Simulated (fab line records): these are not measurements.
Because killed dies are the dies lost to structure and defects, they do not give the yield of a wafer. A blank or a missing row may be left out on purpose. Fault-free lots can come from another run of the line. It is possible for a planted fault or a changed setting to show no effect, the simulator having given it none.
Comparing a struck lot with a sound one :: flow nand-harc :: 15 out of 1159 route steps
Sound: the wafers L502.1, L502.4, L502.6. Struck: wafers L512.2, L512.4. (L512.5 of the same lot was not struck and is left out.) The cause comes at the end.
For every step that has rows: the tool of each side, followed by ch and its chambers, followed by its first start. Under that, the readings that differ: sound wafers :: struck wafers :: difference of the means :: sigmas: that difference in standard deviations of wafers without a fault.
alike: readings with means less than 2 such deviations apart, plus words and numbers identical on both sides. not compared: withheld readings, readings lacking a value on some wafer, bounds such as >300 that could conceal the same value, and numbers that have no deviation in the record and whose values overlap.
The two part at a step that has a row with sigmas, a row that says differs or no value, or rows on one side only. When numbers do not overlap yet have no deviation, they are printed without sigmas and do not part them. A reading missing from all wafers of one side parts the sides only when that side holds two or more wafers.

first, 6 steps without rows for these wafers: NHARC_P_CONTACT_COAT_06 (resist thk 90 nm); NHARC_P_CONTACT_SOFTBAKE_07 (time 55 s); NHARC_P_CONTACT_EBR_08; NHARC_P_CONTACT_EXPOSE_09 (exposes mask P CA, target cd 90 nm); NHARC_P_CONTACT_PEB_10 (peb time 65 s); NHARC_P_CONTACT_DEVELOP_11 (develop time 35 s).
NHARC_P_CONTACT_CD_MEAS_12 targets a cd of 90 nm.
  sound on cd-sem-02 ch 0, day 7 13:59; struck on cd-sem-03 ch 0, day 10 06:06
  alike: cd-nm
NHARC_P_CONTACT_OVL_MEAS_13:
  sound on overlay-01 at day 7 14:05; struck on overlay-02 at day 10 06:11
  alike: overlay-x-nm, overlay-y-nm
NHARC_P_CONTACT_INSPECT_14:
  sound on defect-inspect-01 at day 7 14:07; struck on defect-inspect-01 at day 10 06:14
  alike: raw-defect-count
NHARC_P_CONTACT_DESCUM_17: chemistry O2, time 3 s.
  sound on rie-diel-06 ch 0,2,3, day 7 14:12; struck on rie-diel-06 ch 1,3, day 10 06:18
  alike: drypump-motor-current-A, oes-product-au, rf-vpp-V, showerhead-plenum-p-Torr, throttle-valve-pct
  not compared: rf-hours-counter-h
NHARC_P_CONTACT_ETCH_35: etches the open film in CF4, target depth 39 nm, time 65 s.
  sound on rie-diel-06 ch 1,2, day 7 14:17; struck on rie-diel-06 ch 2,3, day 10 06:23
  alike: drypump-motor-current-A, oes-product-au, rf-vpp-V, run-length-s, showerhead-plenum-p-Torr, throttle-valve-pct
  not compared: rf-hours-counter-h
NHARC_P_CONTACT_ETCH_36: etches the open film in N2/H2, target depth 260 nm, time 406.25 s.
  sound: rie-diel-06 ch 0,2,3; struck: rie-diel-06 ch 0,3
  alike: drypump-motor-current-A, h2-flow-sccm, oes-product-au, rf-vpp-V, run-length-s, showerhead-plenum-p-Torr, throttle-valve-pct
  not compared: rf-hours-counter-h
NHARC_P_CONTACT_ETCH_18: etches the open film in C4F8/O2/Ar, target depth 481 nm, time 240.5 s.
  sound on rie-diel-06 ch 0,1,2, day 7 14:43; struck on rie-diel-06 ch 1,3, day 10 06:46
reading: run-length-s (s)
sound: 262.7 261.5 261.4
struck: 195.0 195.2
difference: -66.8
sigmas: -99 or more
  alike: oes-product-au, rf-vpp-V
  not compared: rf-hours-counter-h
then, 1 step without rows for these wafers: NHARC_P_CONTACT_STRIP_37 (strips in C4F8/O2/Ar).
-- break in the record here, with 14 days between the starts of the struck wafers on either side (left off in module P_CONTACT, picked up again in module END, where the first step shown is number 1159 on the route) --
NHARC_END_SORT_01:
  here the record holds rows for the struck wafers (prober-02 ch 0, day 23 20:58) but none for the sound ones

== WHERE THEY PART ==
Last at NHARC_END_SORT_01 as far as this record goes, first at NHARC_P_CONTACT_ETCH_18.

WHY: what had been put in by the simulator
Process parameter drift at NHARC_P_CONTACT_ETCH_18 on rie-diel-06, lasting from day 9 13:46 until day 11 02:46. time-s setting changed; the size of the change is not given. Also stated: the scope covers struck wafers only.
